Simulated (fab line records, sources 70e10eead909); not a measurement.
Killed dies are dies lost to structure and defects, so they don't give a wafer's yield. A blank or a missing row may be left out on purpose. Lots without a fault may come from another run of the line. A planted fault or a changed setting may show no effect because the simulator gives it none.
A struck lot beside a sound one | flow nand_harc | 15 steps out of a route of 1302
Sound: wafers L736.3, L736.4, L736.5. Struck: wafers L742.2, L742.4. (L742.3 of the same lot was not struck and is left out.) The cause comes at the end.
At each step with rows: each side's tool, then ch and its chambers, then its first start. Under that, the readings that differ: sound wafers | struck wafers | difference of the means | sigmas: that difference in standard deviations of wafers without a fault.
alike: readings whose means differ by less than 2 such deviations, and words and numbers that are the same on both sides. not compared: withheld readings, readings that some wafer has no value for, bounds like >300 that may hide the same value, and numbers for which the record gives no deviation and whose values overlap.
The two part at a step that has a row with sigmas, a row that says differs or no value, or rows on one side only. Numbers that don't overlap but have no deviation are shown without sigmas and don't part them. A reading that every wafer of one side lacks parts them only if that side has two wafers or more.

NHARC_A_DECK1_JOINT_ETCHBACK_00: etches the open film in HBr, target depth 30 nm, time 17.4 s.
  sound on rie_si-02 ch 2,3, day 13 12:59; struck on rie_si-06 ch 1,2, day 15 23:12
  alike: drypump_motor_current_A, oes_product_au, throttle_valve_pct
  not compared: rf_hours_counter_h
then, 8 steps without rows for these wafers: NHARC_A_DECK1_JOINT_PRECLEAN_30 (cleans in SC1); NHARC_A_DECK1_JOINT_SRD_31; NHARC_A_DECK1_JOINT_CVD_34 (deposits SiNx, target thk 20 nm); NHARC_A_DECK1_JOINT_DEP_06 (deposits SiOx, target thk 80 nm); NHARC_A_DECK1_JOINT_CURE_26 (time 32 s); NHARC_A_DECK1_JOINT_ANNEAL_27 (time 3600 s); NHARC_A_DECK1_JOINT_ANNEAL_28 (time 1800 s); NHARC_A_DECK1_JOINT_ANNEAL_29 (time 1800 s).
NHARC_A_DECK1_JOINT_CMP_02: polishes SiOx.
  sound on cmp-03 ch 2,3, day 14 11:04; struck on cmp-01 ch 1,3, day 17 00:58
  alike: edge_zone_pressure_frac, motor_current_A
then, 1 step without rows for these wafers: NHARC_A_DECK1_JOINT_SRD_15.
NHARC_A_DECK1_JOINT_DEP_16: deposits SiO2, target thk 45 nm.
  sound on pecvd-04 ch 0,2, day 14 11:28; struck on pecvd-02 ch 0, day 17 01:31
  alike: heater_power_w, throttle_valve_pct
NHARC_A_DECK1_JOINT_THK_MEAS_17: measures by ellipsometry.
  sound on film_metro-02, day 14 11:44; struck on film_metro-01, day 17 02:01
  reading     | sound          | struck    | difference | sigmas
  thk_nm (nm) | 43.5 43.0 44.6 | 40.9 36.8 | -4.9       | -4
  not compared: hold
NHARC_A_DECK1_JOINT_INSPECT_05:
  sound on defect_inspect-01, day 14 11:46; struck on defect_inspect-02, day 17 07:19
  reading | sound | struck                                            | difference                   | sigmas
  hold    | - - - | await_dispo/5.3h/release await_dispo/5.3h/release | no value on the sound wafers |
  alike: raw_defect_count
then, 1 step without rows for these wafers: NHARC_END_SORT_01.

WHERE THEY PART
First at NHARC_A_DECK1_JOINT_THK_MEAS_17; last, within this record, at NHARC_A_DECK1_JOINT_INSPECT_05.

WHY: what the simulator had put in
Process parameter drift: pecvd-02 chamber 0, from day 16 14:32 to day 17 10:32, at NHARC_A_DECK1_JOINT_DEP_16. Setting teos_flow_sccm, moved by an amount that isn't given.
